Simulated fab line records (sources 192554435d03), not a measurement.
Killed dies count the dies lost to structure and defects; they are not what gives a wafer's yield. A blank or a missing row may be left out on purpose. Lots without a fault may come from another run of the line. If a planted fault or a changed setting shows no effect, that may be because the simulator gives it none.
Matching of chambers ; flow n5Finfet ; N5_BEOL_M6_CMP_52 on cmp-04 has 4 sister chambers
The step polishes, stops on SiCOH lowk, t overpolish 6.9 s, target thk 80 nm. 4 wafers are shown with their chamber, then 10 later ones without.

## WAFERS PAIRED WITH THEIR CHAMBERS
wafer;chamber;motorCurrentA (A)
L090.4;1;6.3
L090.5;3;6.0
L089.2;0;5.7
L089.3;2;6.3

## WAFERS WITHOUT THEIR CHAMBER
wafer;motorCurrentA (A)
L089.6;5.7
L092.1;6.0
L092.2;6.2
L092.6;5.9
L091.1;6.3
L091.2;6.0
L091.6;6.7
L094.1;5.8
L094.2;6.6
L094.5;6.2

## WHICH CHAMBER EACH ONE RAN IN
wafer;from the rows above;in truth
L089.6;can't be placed: 0 or 3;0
L092.1;can't be placed: 3 or 0 or 1 or 2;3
L092.2;can't be placed: 1 or 2 or 3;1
L092.6;can't be placed: 3 or 0 or 1 or 2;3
L091.1;can't be placed: 1 or 2 or 3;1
L091.2;can't be placed: 3 or 0 or 1 or 2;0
L091.6;can't be placed: 1 or 2 or 3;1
L094.1;can't be placed: 0 or 3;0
L094.2;can't be placed: 1 or 2 or 3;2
L094.5;can't be placed: 1 or 2 or 3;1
0 of 10 placed correctly. Cannot be placed on the basis of these rows: 10; the candidates contain the true chamber in 10. 0 placed wrongly.
How it was worked out, from the rows above alone: a wafer's distance from a chamber is the root of the sum, over the readings, of the square of ((its reading less the chamber's mean) divided by the reading's scatter). If the next closest chamber is less than 2 further off than the closest, the wafer can't be placed; otherwise it belongs to the closest. A chamber's mean is the mean of its shown wafers. The scatter: with one shown wafer a chamber, the root of the mean of the squares of how far each hidden wafer lies from its nearest shown one.
